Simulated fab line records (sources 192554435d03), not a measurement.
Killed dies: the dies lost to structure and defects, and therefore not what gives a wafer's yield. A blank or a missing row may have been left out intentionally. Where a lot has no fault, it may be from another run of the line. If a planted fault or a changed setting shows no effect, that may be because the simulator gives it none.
Which of the tools did it? | flow n5 finfet | 12 lots with 36 wafers sampled at 4 steps, on a route of 1938 steps

== WHAT EACH GAUGE READ, for each wafer ==
N5_BEOL_M8_THK_MEAS_01.
lot  | measured     | on            | M8_ILD_THK (nm)
L075 | day 9 11:06  | film metro-01 | 153.1 155.9 156.6
L078 | day 9 15:25  | film metro-02 | 154.0 157.2 156.1
L079 | day 10 06:17 | film metro-01 | 154.0 157.0 156.2
L081 | day 11 14:59 | film metro-02 | 151.4 153.4 154.2
L083 | day 11 14:42 | film metro-01 | 153.8 155.8 155.4
L085 | day 11 18:51 | film metro-01 | 155.0 157.4 157.5
L086 | day 11 23:44 | film metro-01 | 153.5 153.1 153.8
L088 | day 13 05:25 | film metro-02 | 154.5 155.3 155.6
L091 | day 13 13:32 | film metro-01 | 154.4 155.4 154.8
L093 | day 14 00:05 | film metro-01 | 153.3 153.5 155.9
L094 | day 14 14:28 | film metro-02 | 154.3 152.6 155.8
L096 | day 15 14:23 | film metro-01 | 153.0 157.8 155.5

== WHAT TOOL EACH LOT RAN ON (gives the tool, then ch and the chambers of the sampled wafers, and finally the start) ==
lot  | N5_BEOL_M6_SURFACE_TREAT_79  | N5_BEOL_M7_ANNEAL_51             | N5_BEOL_M8_CURE_74
L075 | pvd sputter-03, day 8 22:50  | rtp anneal-01 ch 0, day 9 09:44  | uv cure-03 ch 2, day 9 10:35
L078 | pvd sputter-01, day 9 07:44  | rtp anneal-01 ch 0, day 9 13:40  | uv cure-02 ch 2, day 9 14:44
L079 | pvd sputter-01, day 9 20:13  | rtp anneal-02 ch 0, day 10 04:54 | uv cure-03 ch 1, day 10 05:51
L081 | pvd sputter-01, day 11 05:26 | rtp anneal-01 ch 0, day 11 13:38 | uv cure-03 ch 1, day 11 14:28
L083 | pvd sputter-02, day 11 06:59 | rtp anneal-02 ch 0, day 11 13:23 | uv cure-01 ch 1, day 11 14:16
L085 | pvd sputter-01, day 11 09:08 | rtp anneal-01 ch 0, day 11 17:28 | uv cure-03 ch 0, day 11 18:20
L086 | pvd sputter-02, day 11 14:11 | rtp anneal-02 ch 0, day 11 21:53 | uv cure-01 ch 2, day 11 23:13
L088 | pvd sputter-02, day 12 18:49 | rtp anneal-01 ch 0, day 13 04:06 | uv cure-01 ch 2, day 13 04:59
L091 | pvd sputter-02, day 13 00:16 | rtp anneal-02 ch 0, day 13 12:13 | uv cure-02 ch 2, day 13 13:05
L093 | pvd sputter-02, day 13 11:12 | rtp anneal-01 ch 0, day 13 22:41 | uv cure-02 ch 1, day 13 23:34
L094 | pvd sputter-03, day 14 02:42 | rtp anneal-01 ch 0, day 14 12:59 | uv cure-03 ch 0, day 14 14:01
L096 | pvd sputter-02, day 15 04:20 | rtp anneal-01 ch 0, day 15 12:46 | uv cure-02 ch 0, day 15 14:02
- N5_BEOL_M6_SURFACE_TREAT_79
- N5_BEOL_M7_ANNEAL_51: time 90 s.
- N5_BEOL_M8_CURE_74: cures SiCOH lowk, time 240 s.

== THE ANSWER, worked out from the rows above alone ==
Rule: the usual values come from the lots themselves. The widest of any qualifying gaps counts: lots, ordered by their means at a reading, are off when they make up no more than a third of the lots, leave a main group of 4 or more, and stand apart from it by 3 or more times the standard deviation of that group's means. A main group whose means are all the same, to the digits that the tables above print for the reading, isn't used. A lot without any number at a reading at which 4 lots or more have one is off too. Where the step has rows for the other lots, those lots are counted as sound.
No lot is off at any reading shown: from this, nothing can be told.

== WHAT WAS PUT IN BY THE SIMULATOR ==
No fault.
